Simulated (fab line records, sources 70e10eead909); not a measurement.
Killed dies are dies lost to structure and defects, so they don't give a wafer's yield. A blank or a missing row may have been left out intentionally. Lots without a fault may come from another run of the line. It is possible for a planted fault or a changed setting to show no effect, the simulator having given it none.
fab line records	flow nand-harc
record lots=7	wafers=21	last-day=34
route steps=1302 shown P_GATE@144 END@1302
lots that met no fault: from a run of the same line without faults
start-h: hours from the record's first day to the start of the lot's first wafer shown	wait-h: time in hours since the lot's previous step	" as in the row above	L1.1+2: a single row standing in for several wafers	- no value present, or no start provided	* or withheld: withheld	< > ~ a bound
route shown NAME@n: NAME is a module with steps in the file, n the number in the route of the first one	usual: mean/standard deviation taken from wafers without a fault	same: alike in all rows	chamber/n: place in a boat	sites: readings site by site	_std_site: how widely they spread, as a standard deviation	_edge_site: the outer-site mean with the inner-site mean subtracted	radius-mm: how far each site lies from the wafer's centre	mask NAME#n: copy n	behind: the most recent tool/chamber to have shaped the wafer	hold: reason for holding the lot/hours on hold/outcome of the hold	device: the n, p or np transistor that did not switch	end of line: the tests these same wafers got at the end of their route	a step given without rows: its recipe and nothing more	killed: dies that structure and defects cost at the first sort, which is not the same as the wafer's yield	map: shows each die of a wafer: x if killed, . if not, _ if none is there
set.NAME: the run value of the setting; set.NAME@STEP: its run value at that earlier step	model.NAME: the simulator's own value behind a step, which no gauge read
certain route steps with their lots: each step a table, each wafer a row
services: the hour from which a tool's chamber was out of use, counted from the record's first day as start-h (under 0 if before that day), plus the number of hours and why
## steps
# step NHARC_P_GATE_DESCUM_31
# recipe time-s=3	o2-flow-sccm=200	ar-flow-sccm=0	bias-power-w=0	chemistry=O2
# usual drypump-motor-current-A=5.6/0.34	oes-product-au=0.998/0.0077	rf-vpp-V=57.8/0.87	showerhead-plenum-p-Torr=1.93/0.079	throttle-valve-pct=11.310/0.01
lot.wafer	tool	chamber	start-h	wait-h	drypump-motor-current-A	oes-product-au	rf-hours-counter-h	rf-vpp-V	showerhead-plenum-p-Torr	throttle-valve-pct
L568.1	rie-diel-01	1	174.01	0.1	5.4	0.994	8.2	59.4	2.02	11.305
L568.4	"	2	"	"	5.7	0.994	9.7	57.9	1.89	11.295
L568.3	"	0	"	"	4.9	0.995	7.7	58.6	2.04	11.319
L570.4	rie-diel-03	0	188.02	0.1	5.3	0.998	3.6	58.8	1.87	11.294
L570.3	"	2	"	"	5.3	0.994	4.9	57.6	1.79	11.321
L570.5	"	3	"	"	5.1	1.005	-	57.8	1.93	11.295
L574.4	rie-diel-11	1	245.40	0.1	6.0	1.004	6.7	58.4	1.90	11.307
L574.1	"	2	"	"	5.9	0.991	7.3	56.7	1.83	11.304
L574.6	"	1	"	"	6.0	1.006	-	57.9	1.90	11.311
L576.1	rie-diel-01	2	246.02	0.1	5.6	0.979	1.5	56.8	1.89	11.294
L576.5	"	3	"	"	5.8	0.996	-	58.5	2.03	11.332
L576.6	"	0	"	"	4.9	0.985	-	59.0	2.04	11.313
L575.3	rie-diel-11	3	246.65	0.1	5.4	0.995	6.1	57.2	1.85	11.309
L575.1	"	0	"	"	5.9	0.997	7.4	58.7	1.93	11.294
L575.6	"	3	"	"	5.4	0.994	-	59.0	1.85	11.320
L583.3	rie-diel-01	2	321.96	0.1	5.7	0.996	6.4	56.8	1.89	11.292
L583.1	"	0	"	"	4.9	0.994	7.2	59.2	2.03	11.320
L583.4	"	1	"	"	5.4	1.013	6.0	56.5	2.02	11.315
L584.2	rie-diel-01	2	323.74	0.1	5.7	0.996	6.5	55.9	1.89	11.297
L584.3	"	1	"	"	5.4	1.006	6.1	57.4	2.02	11.291
L584.6	"	2	"	"	5.7	0.985	-	59.0	1.89	11.305
# step NHARC_P_GATE_ETCH_104
# recipe target-depth-a=600	time-s=withheld	cf4-flow-sccm=100	chf3-flow-sccm=30	ar-flow-sccm=0	rf-w=500	bias-w=200	chemistry=CF4/CHF3
# usual drypump-motor-current-A=5.5/0.33	oes-product-au=0.949/0.024	rf-vpp-V=370.9/2.1	showerhead-plenum-p-Torr=1.58/0.062	throttle-valve-pct=16.803/0.009
lot.wafer	tool	chamber	start-h	wait-h	drypump-motor-current-A	oes-product-au	rf-vpp-V	showerhead-plenum-p-Torr	throttle-valve-pct
L568.3	rie-diel-01	1	174.10	0.1	5.4	0.922	373.0	1.66	16.809
L568.4	"	3	"	"	5.7	0.931	372.9	1.66	16.802
L568.1	"	0	"	"	4.9	0.929	374.4	1.67	16.794
L570.3	rie-diel-03	2	188.10	0.1	5.3	0.961	367.8	1.48	16.802
L570.4	"	3	"	"	5.1	0.950	370.0	1.59	16.801
L570.5	"	1	"	"	6.0	0.965	369.8	1.52	16.802
L574.4	rie-diel-11	2	245.48	0.1	5.9	0.926	368.8	1.51	16.791
L574.1	"	3	"	"	5.4	0.916	369.5	1.52	16.812
L574.6	"	3	"	"	5.4	0.925	368.3	1.52	16.807
L576.1	rie-diel-01	2	246.09	0.1	5.6	0.919	370.5	1.55	16.793
L576.5	"	3	"	"	5.7	0.918	373.7	1.66	16.800
L576.6	"	0	"	"	4.9	0.914	373.7	1.67	16.791
L575.1	rie-diel-11	0	246.72	0.1	5.9	0.978	371.2	1.58	16.803
L575.3	"	1	"	"	6.0	0.977	371.1	1.57	16.818
L575.6	"	1	"	"	6.0	0.965	369.5	1.57	16.811
L583.3	rie-diel-01	1	322.05	0.1	5.4	0.980	373.0	1.66	16.811
L583.1	"	2	"	"	5.7	0.961	370.0	1.55	16.824
L583.4	"	0	"	"	4.9	0.964	373.1	1.67	16.796
L584.2	rie-diel-01	2	323.83	0.1	5.7	0.909	369.2	1.55	16.804
L584.3	"	3	"	"	5.8	0.925	373.3	1.66	16.800
L584.6	"	1	"	"	5.4	0.926	372.9	1.66	16.798
# step NHARC_P_GATE_HM_OPEN_105
# recipe target-depth-a=3600	o2-flow-sccm=400	cos-flow-sccm=20	ar-flow-sccm=0	rf-w=500	bias-w=300	chemistry=O2/COS
# step NHARC_P_GATE_STRIP_106
# recipe o2-flow-sccm=400	cos-flow-sccm=20	ar-flow-sccm=0	bias-w=0	chemistry=O2/COS
# step NHARC_P_GATE_ETCH_114
# recipe target-depth-a=300	overetch-a=30	time-s=16.5	ion-energy-ev=100	cf4-flow-sccm=80	o2-flow-sccm=20	ar-flow-sccm=0	rf-w=300	bias-w=100	chemistry=CF4/O2
# usual drypump-motor-current-A=5.5/0.35	oes-product-au=0.997/0.0074	rf-vpp-V=198.0/1.5	showerhead-plenum-p-Torr=1.34/0.055	throttle-valve-pct=13.396/0.0088
lot.wafer	tool	chamber	start-h	wait-h	drypump-motor-current-A	oes-product-au	rf-hours-counter-h	rf-vpp-V	showerhead-plenum-p-Torr	throttle-valve-pct
L568.4	rie-diel-01	1	-	-	5.4	1.003	8.2	198.6	1.41	13.419
L568.1	"	3	"	"	5.7	0.994	9.8	198.4	1.41	13.387
L568.3	"	0	"	"	4.9	0.986	7.8	199.0	1.42	13.385
L570.4	rie-diel-03	1	-	-	6.0	0.999	4.4	196.7	1.28	13.415
L570.3	"	0	"	"	5.3	0.996	3.7	196.5	1.31	13.395
L570.5	"	1	"	"	6.0	0.992	-	196.5	1.28	13.395
L574.1	rie-diel-11	0	-	-	5.9	1.006	7.4	198.0	1.34	13.397
L574.4	"	1	"	"	6.0	0.990	6.8	196.9	1.33	13.393
L574.6	"	0	"	"	5.9	1.007	-	199.6	1.34	13.393
L576.1	rie-diel-01	1	-	-	5.4	0.992	1.9	200.9	1.41	13.396
L576.5	"	3	"	"	5.7	0.987	-	198.7	1.41	13.401
L576.6	"	0	"	"	4.9	0.989	-	198.2	1.42	13.398
L575.1	rie-diel-11	1	-	-	5.9	0.994	6.9	198.0	1.33	13.391
L575.3	"	3	"	"	5.4	0.989	6.2	197.1	1.29	13.397
L575.6	"	2	"	"	5.9	1.004	-	196.0	1.28	13.410
L583.1	rie-diel-01	1	-	-	5.4	1.003	6.1	198.7	1.41	13.414
L583.3	"	2	"	"	5.7	0.985	6.5	196.9	1.32	13.394
L583.4	"	0	"	"	4.9	0.983	7.3	200.7	1.42	13.393
L584.3	rie-diel-01	3	-	-	5.7	0.993	7.1	199.9	1.41	13.391
L584.2	"	1	"	"	5.3	1.003	6.2	199.2	1.41	13.398
L584.6	"	0	"	"	4.9	0.992	-	200.4	1.42	13.399
# step NHARC_P_GATE_ETCH_32
# recipe target-depth-a=1500	over-etch-frac=1	over-etch-ion-energy-ev=40	time-s=100.1	hbr-flow-sccm=150	cl2-flow-sccm=50	rf-w=400	icp-w=400	bias-w=100	chemistry=HBr/Cl2
# step NHARC_P_GATE_STRIP_108
# recipe o2-flow-sccm=500	ar-flow-sccm=0	bias-w=0	chemistry=O2
# usual drypump-motor-current-A=5.6/0.34	oes-product-au=0.998/0.008	rf-vpp-V=57.8/0.9	showerhead-plenum-p-Torr=3.53/0.13	throttle-valve-pct=17.036/0.009
lot.wafer	tool	chamber	start-h	wait-h	drypump-motor-current-A	oes-product-au	rf-hours-counter-h	rf-vpp-V	showerhead-plenum-p-Torr	throttle-valve-pct
L568.3	rie-diel-11	2	174.68	-	5.9	1.007	4.1	57.8	3.40	17.046
L568.1	"	3	"	"	5.4	0.994	4.1	57.4	3.41	17.036
L568.4	"	0	"	"	5.9	1.000	3.7	58.6	3.55	17.032
L570.3	rie-diel-03	1	188.63	-	6.0	0.996	4.4	56.7	3.40	17.041
L570.4	"	3	"	"	5.1	1.015	4.6	58.4	3.56	17.040
L570.5	"	1	"	"	6.0	1.000	-	58.9	3.40	17.033
L574.1	rie-diel-11	1	246.03	-	6.0	0.991	6.8	57.8	3.51	17.032
L574.4	"	3	"	"	5.4	0.991	6.1	57.3	3.41	17.037
L574.6	"	0	"	"	5.9	0.994	-	57.7	3.55	17.043
L576.1	rie-diel-01	1	246.83	-	5.4	0.992	1.9	58.5	3.71	17.029
L576.6	"	2	"	"	5.7	0.982	-	56.8	3.48	17.035
L576.5	"	3	"	"	5.8	0.998	-	57.3	3.72	17.039
L575.3	rie-diel-03	3	247.27	-	5.1	0.999	7.0	56.1	3.56	17.045
L575.1	"	0	"	"	5.3	1.001	5.8	57.7	3.45	17.032
L575.6	"	3	"	"	5.1	1.002	-	58.0	3.56	17.021
L583.4	rie-diel-11	1	322.60	-	5.9	1.002	2.0	58.4	3.51	17.049
L583.3	"	2	"	"	5.9	1.004	2.8	58.2	3.39	17.032
L583.1	"	3	"	"	5.4	0.988	2.1	57.2	3.41	17.038
L584.3	rie-diel-03	0	324.37	-	5.3	1.011	1.6	57.1	3.45	17.034
L584.2	"	3	"	"	5.1	1.004	1.3	57.9	3.56	17.032
L584.6	"	0	"	"	5.3	1.007	-	57.9	3.45	17.044
# step NHARC_P_GATE_CD_MEAS_33
# usual cd-nm=120.2/1.7
lot.wafer	tool	chamber	start-h	wait-h	cd-nm
L568.1	cd-sem-03	-	174.84	-	121.4
L568.3	"	-	"	"	121.3
L568.4	"	-	"	"	122.1
L570.3	cd-sem-02	-	188.81	-	119.7
L570.4	"	-	"	"	117.9
L570.5	"	-	"	"	119.9
L574.1	cd-sem-01	-	246.19	-	117.7
L574.4	"	-	"	"	119.3
L574.6	"	-	"	"	117.7
L576.1	cd-sem-02	-	246.95	-	120.7
L576.5	"	-	"	"	120.4
L576.6	"	-	"	"	119.6
L575.1	cd-sem-03	-	247.45	-	115.9
L575.3	"	-	"	"	119.7
L575.6	"	-	"	"	119.2
L583.1	cd-sem-01	-	322.76	-	121.2
L583.3	"	-	"	"	121.8
L583.4	"	-	"	"	121.3
L584.2	cd-sem-03	-	324.54	-	122.3
L584.3	"	-	"	"	122.5
L584.6	"	-	"	"	119.4
# step NHARC_P_GATE_STRIP_35
# recipe time-s=600	temp-c=130	chemistry=SPM
# step NHARC_P_GATE_PRECLEAN_73
# recipe time-s=*	temp-c=50	bath-age-min=0	chemistry=SC1
# step NHARC_P_GATE_SRD_74
# step NHARC_P_GATE_ALD_36
# recipe target-thk-a=200	pulse-time-s=60	ald-cycles=223	temp-c=400	material=SiNx
# step NHARC_P_GATE_ETCHBACK_37
# recipe target-depth-a=345	time-s=17.2	chf3-flow-sccm=50	o2-flow-sccm=10	ar-flow-sccm=200	rf-w=500	bias-w=200	chemistry=CHF3/O2
# usual drypump-motor-current-A=5.5/0.35	oes-product-au=0.95/0.033	rf-vpp-V=370.7/2.2	run-length-s=38.7/0.49	showerhead-plenum-p-Torr=2.41/0.099	throttle-valve-pct=20.573/0.0092
lot.wafer	tool	chamber	start-h	wait-h	drypump-motor-current-A	oes-product-au	rf-hours-counter-h	rf-vpp-V	run-length-s	showerhead-plenum-p-Torr	throttle-valve-pct
L568.4	rie-diel-01	0	184.80	-	4.9	0.92	8	375.3	38.6	2.55	20.563
L568.1	"	1	"	"	5.4	0.92	8	374.4	38.7	2.53	20.579
L568.3	"	3	"	"	5.8	0.92	10	372.3	37.9	2.54	20.579
L570.3	rie-diel-01	0	198.88	-	4.9	1.00	9	373.4	38.7	2.55	20.572
L570.4	"	1	"	"	5.4	1.00	9	373.3	38.5	2.53	20.571
L570.5	"	1	"	"	5.4	1.00	-	371.7	38.7	2.53	20.572
L574.4	rie-diel-01	1	256.18	-	5.4	0.99	2	375.1	38.3	2.53	20.565
L574.1	"	0	"	"	4.9	0.99	3	373.2	60.2	2.55	20.572
L574.6	"	2	"	"	5.7	0.99	-	370.0	59.4	2.37	20.597
L576.1	rie-diel-01	1	257.00	-	5.3	0.93	2	372.9	61.0	2.53	20.561
L576.5	"	3	"	"	5.8	0.94	-	374.1	38.5	2.54	20.571
L576.6	"	0	"	"	4.9	0.93	-	373.4	60.8	2.55	20.553
L575.1	rie-diel-01	3	257.51	-	5.8	0.99	3	374.4	59.9	2.54	20.578
L575.3	"	0	"	"	4.9	0.99	3	374.2	38.4	2.55	20.581
L575.6	"	0	"	"	4.9	0.99	-	373.5	60.6	2.55	20.580
L584.3	rie-diel-01	1	334.57	-	5.4	0.94	6	372.7	38.9	2.53	20.594
L584.2	"	0	"	"	4.9	0.92	7	373.1	39.2	2.55	20.571
L584.6	"	2	"	"	5.6	0.93	-	370.9	37.9	2.37	20.575
L583.1	rie-diel-11	0	334.89	-	5.9	0.93	2	370.5	38.6	2.42	20.568
L583.3	"	2	"	"	5.9	0.93	3	368.7	38.4	2.31	20.567
L583.4	"	0	"	"	5.9	0.94	-	370.5	38.7	2.42	20.567
# step NHARC_P_GATE_STRIP_101
# recipe time-s=20	o2-flow-sccm=500	ar-flow-sccm=0	bias-w=0	chemistry=O2
# usual drypump-motor-current-A=5.5/0.36	oes-product-au=1.000/0.0069	rf-vpp-V=57.8/0.91	showerhead-plenum-p-Torr=3.54/0.14	throttle-valve-pct=17.036/0.0093
lot.wafer	tool	chamber	start-h	wait-h	drypump-motor-current-A	oes-product-au	rf-hours-counter-h	rf-vpp-V	showerhead-plenum-p-Torr	throttle-valve-pct
L568.4	rie-diel-01	3	184.89	0.1	5.8	0.996	10	58.6	3.72	17.028
L568.3	"	0	"	"	4.9	1.004	8	60.1	3.74	17.046
L568.1	"	1	"	"	5.4	1.003	8	58.8	3.72	17.051
L570.3	rie-diel-01	1	198.97	0.1	5.4	0.988	9	56.5	3.71	17.038
L570.4	"	2	"	"	5.7	0.989	11	57.2	3.48	17.027
L570.5	"	1	"	"	5.4	1.001	-	58.5	3.71	17.035
L574.1	rie-diel-01	0	256.28	0.1	4.9	0.999	3	58.0	3.74	17.041
L574.4	"	1	"	"	5.4	1.009	2	58.6	3.71	17.033
L574.6	"	0	"	"	4.9	1.003	-	57.7	3.74	17.030
L576.1	rie-diel-01	0	257.08	0.1	4.9	1.002	3	58.4	3.74	17.051
L576.5	"	2	"	"	5.6	0.998	-	56.8	3.48	17.030
L576.6	"	3	"	"	5.8	1.007	-	57.6	3.72	17.031
L575.1	rie-diel-01	0	257.61	0.1	4.9	0.993	3	59.5	3.74	17.016
L575.3	"	2	"	"	5.7	0.988	2	56.8	3.48	17.041
L575.6	"	1	"	"	5.4	0.999	-	58.7	3.71	17.042
L584.3	rie-diel-01	3	334.66	0.1	5.7	1.005	7	58.3	3.72	17.040
L584.2	"	1	"	"	5.4	1.008	6	56.3	3.71	17.044
L584.6	"	3	"	"	5.7	0.996	-	55.6	3.72	17.042
L583.3	rie-diel-11	0	335.00	0.1	5.9	1.002	2	57.9	3.55	17.032
L583.1	"	1	"	"	6.0	1.000	2	57.6	3.51	17.050
L583.4	"	2	"	"	5.9	0.999	-	57.4	3.39	17.039
# step NHARC_END_SORT_01
# recipe temp-c=25
# usual killed-at-array=53/21	killed-at-other=1.0/1.3	killed-at-periphery=3.8/2.4	killed-dies=58/21	killed-open=3.4/1.9	killed-short=2.4/1.5
# same gross-dies=677
lot.wafer	tool	chamber	start-h	wait-h	killed-at-array	killed-at-other	killed-at-periphery	killed-dies	killed-open	killed-short
L575.1	prober-02	0	711.55	2.5	70	1	606	677	1	0
L575.6	prober-02	0	715.53	4.0	70	0	607	677	2	2
L574.1	prober-01	0	711.57	2.5	41	0	636	677	3	5
L574.4	prober-01	0	713.91	3.4	38	1	5	44	3	2
L574.6	prober-01	0	715.47	3.9	48	0	629	677	3	5
L576.1	prober-01	0	719.26	2.5	20	0	657	677	2	1
L576.6	prober-01	0	723.31	4.0	18	1	658	677	1	2
# killed by level:class
L575.1 P_GATE:area-etchback=606 A_CHANNEL_HOLE_D1:chamber-film-flake=35 A_SLIT:chamber-film-flake=16 A_CHANNEL_HOLE_D2:chamber-film-flake=9 A_BONDPAD:chamber-film-flake=4 A_CONTACT:chamber-film-flake=2 A_CHANNEL_FILL_D1:geometric-particle:open=1 A_ZERO_WELL:chamber-film-flake=1
L574.1 P_GATE:area-etchback=633 A_CHANNEL_HOLE_D2:chamber-film-flake=16 A_CONTACT:chamber-film-flake=9 A_CHANNEL_HOLE_D1:chamber-film-flake=5 A_SLIT:chamber-film-flake=3 A_STAIRCASE:chamber-film-flake=2 P_GATE:geometric-particle:short=1 P_CONTACT:geometric-particle:short=1
L574.4 A_CHANNEL_HOLE_D2:chamber-film-flake=14 A_CHANNEL_HOLE_D1:chamber-film-flake=8 A_CONTACT:chamber-film-flake=7 P_M0:chamber-film-flake=2 P_STI:chamber-film-flake=2 A_SLIT:chamber-film-flake=2 A_WL_FILL:chamber-film-flake=2 P_GATE:geometric-particle:open=1
L574.6 P_GATE:area-etchback=621 A_CHANNEL_HOLE_D2:chamber-film-flake=17 A_CONTACT:chamber-film-flake=13 A_CHANNEL_HOLE_D1:chamber-film-flake=8 A_SLIT:chamber-film-flake=3 P_M0:geometric-particle:short=2 A_STAIRCASE:chamber-film-flake=2 P_M0:chamber-film-flake=2
L575.6 P_GATE:area-etchback=606 A_CHANNEL_HOLE_D1:chamber-film-flake=33 A_SLIT:chamber-film-flake=19 A_CHANNEL_HOLE_D2:chamber-film-flake=10 A_STAIRCASE:chamber-film-flake=2 A_BONDPAD:chamber-film-flake=2 P_CONTACT:geometric-particle:open=1 A_CHANNEL_FILL_D1:geometric-particle:short=1
L576.1 P_GATE:area-etchback=655 A_CHANNEL_HOLE_D1:chamber-film-flake=5 A_SLIT:chamber-film-flake=4 A_STAIRCASE:chamber-film-flake=3 A_WL_FILL:chamber-film-flake=2 A_ONON_D2:geometric-particle:open=1 A_WL_FILL:geometric-particle:short=1 A_WL_FILL:geometric-particle:open=1
L576.6 P_GATE:area-etchback=654 A_CHANNEL_HOLE_D1:chamber-film-flake=8 A_WL_FILL:chamber-film-flake=3 A_CHANNEL_FILL_D1:chamber-film-flake=2 P_ZERO_WELL:chamber-film-flake=2 A_STAIRCASE:chamber-film-flake=2 P_M1:geometric-particle:open=1 P_M2:geometric-particle:short=1
# map L574.1 (x killed, . not)
____________x____________
_________xxxxxxx_________
_______xxxxxxxxxxx_______
______xxxxxxxxxxxxx______
_____xxxxxxxxxxxxxxx_____
____xxxxxxxxxxxxxxxxx____
____xxxxxxxxxxxxxxxxx____
___xxxxxxxxxxxxxxxxxxx___
___xxxxxxxxxxxxxxxxxxx___
__xxxxxxxxxxxxxxxxxxxxx__
__xxxxxxxxxxxxxxxxxxxxx__
_xxxxxxxxxxxxxxxxxxxxxxx_
_xxxxxxxxxxxxxxxxxxxxxxx_
_xxxxxxxxxxxxxxxxxxxxxxx_
_xxxxxxxxxxxxxxxxxxxxxxx_
_xxxxxxxxxxxxxxxxxxxxxxx_
xxxxxxxxxxxxxxxxxxxxxxxxx
xxxxxxxxxxxxxxxxxxxxxxxxx
xxxxxxxxxxxxxxxxxxxxxxxxx
xxxxxxxxxxxxxxxxxxxxxxxxx
xxxxxxxxxxxxxxxxxxxxxxxxx
_xxxxxxxxxxxxxxxxxxxxxxx_
_xxxxxxxxxxxxxxxxxxxxxxx_
_xxxxxxxxxxxxxxxxxxxxxxx_
_xxxxxxxxxxxxxxxxxxxxxxx_
_xxxxxxxxxxxxxxxxxxxxxxx_
__xxxxxxxxxxxxxxxxxxxxx__
__xxxxxxxxxxxxxxxxxxxxx__
___xxxxxxxxxxxxxxxxxxx___
___xxxxxxxxxxxxxxxxxxx___
____xxxxxxxxxxxxxxxxx____
____xxxxxxxxxxxxxxxxx____
_____xxxxxxxxxxxxxxx_____
______xxxxxxxxxxxxx______
_______xxxxxxxxxxx_______
_________xxxxxxx_________
____________x____________
# map L575.1 (x killed, . not)
____________x____________
_________xxxxxxx_________
_______xxxxxxxxxxx_______
______xxxxxxxxxxxxx______
_____xxxxxxxxxxxxxxx_____
____xxxxxxxxxxxxxxxxx____
____xxxxxxxxxxxxxxxxx____
___xxxxxxxxxxxxxxxxxxx___
___xxxxxxxxxxxxxxxxxxx___
__xxxxxxxxxxxxxxxxxxxxx__
__xxxxxxxxxxxxxxxxxxxxx__
_xxxxxxxxxxxxxxxxxxxxxxx_
_xxxxxxxxxxxxxxxxxxxxxxx_
_xxxxxxxxxxxxxxxxxxxxxxx_
_xxxxxxxxxxxxxxxxxxxxxxx_
_xxxxxxxxxxxxxxxxxxxxxxx_
xxxxxxxxxxxxxxxxxxxxxxxxx
xxxxxxxxxxxxxxxxxxxxxxxxx
xxxxxxxxxxxxxxxxxxxxxxxxx
xxxxxxxxxxxxxxxxxxxxxxxxx
xxxxxxxxxxxxxxxxxxxxxxxxx
_xxxxxxxxxxxxxxxxxxxxxxx_
_xxxxxxxxxxxxxxxxxxxxxxx_
_xxxxxxxxxxxxxxxxxxxxxxx_
_xxxxxxxxxxxxxxxxxxxxxxx_
_xxxxxxxxxxxxxxxxxxxxxxx_
__xxxxxxxxxxxxxxxxxxxxx__
__xxxxxxxxxxxxxxxxxxxxx__
___xxxxxxxxxxxxxxxxxxx___
___xxxxxxxxxxxxxxxxxxx___
____xxxxxxxxxxxxxxxxx____
____xxxxxxxxxxxxxxxxx____
_____xxxxxxxxxxxxxxx_____
______xxxxxxxxxxxxx______
_______xxxxxxxxxxx_______
_________xxxxxxx_________
____________x____________
## services
tool	chamber	start-h	hours	kind
rie-diel-01	0	158.40	-	clean
rie-diel-01	1	158.40	-	clean
rie-diel-01	2	158.40	-	clean
rie-diel-01	3	158.40	-	clean
rie-diel-11	1	179.52	4.2	repair
rie-diel-01	0	182.90	-	clean
rie-diel-01	1	182.90	-	clean
rie-diel-01	2	182.90	-	clean
rie-diel-01	3	182.90	-	clean
rie-diel-11	3	189.08	8.6	repair
rie-diel-01	-	196.79	0.6	repair
rie-diel-11	3	202.24	6.2	repair
rie-diel-01	-	203.83	9.0	pm
rie-diel-01	0	203.83	9.0	vent-cycle
rie-diel-01	1	203.83	9.0	vent-cycle
rie-diel-01	2	203.83	9.0	vent-cycle
rie-diel-01	3	203.83	9.0	vent-cycle
rie-diel-11	-	255.53	9.0	pm
rie-diel-01	3	260.05	2.4	repair
rie-diel-01	0	271.69	7.7	repair
rie-diel-03	-	281.30	9.0	pm
rie-diel-01	-	321.52	0.3	repair
rie-diel-03	1	324.51	2.9	repair
rie-diel-11	3	330.17	27.5	repair
## key
first-sign step=NHARC_P_GATE_ETCHBACK_37	reading=run-length-s	direction=up	sigmas=45	usual=*	struck=*
effect step=NHARC_END_SORT_01	reading=killed-at-periphery	direction=up	sigmas=99+	usual=3.8	struck=632.2
more-kills-born-at NHARC_P_GATE_ETCHBACK_37@rie-diel-01=3775
met-at NHARC_P_GATE_ETCHBACK_37
struck-wafers L574.1,L574.6,L575.1,L575.6,L576.1,L576.6
later-rows-left-out L574.1,L574.6,L575.1,L575.6,L576.1,L576.6
tester-left-out L574,L575,L576
onset-between 198.88 256.18
fault kind=process-parameter-drift	tool=rie-diel-01	chamber=-	onset-h=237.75	steps=NHARC_P_GATE_ETCHBACK_37	channel=time-s	offset=*	shape=step	end-h=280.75	scope=struck-wafers-only	acts-in=*	stated=*
# tester-left-out: of these lots the tester's yield and bins aren't shown, on N5 and GAA mostly nor the transistor test; their killed dies are dies lost to structure and defects alone, not to doping, threshold or leakage, so they don't give the yield
# later-rows-left-out: the simulator's readings of these wafers behind a module that went badly wrong aren't trusted and aren't shown, but for the sort
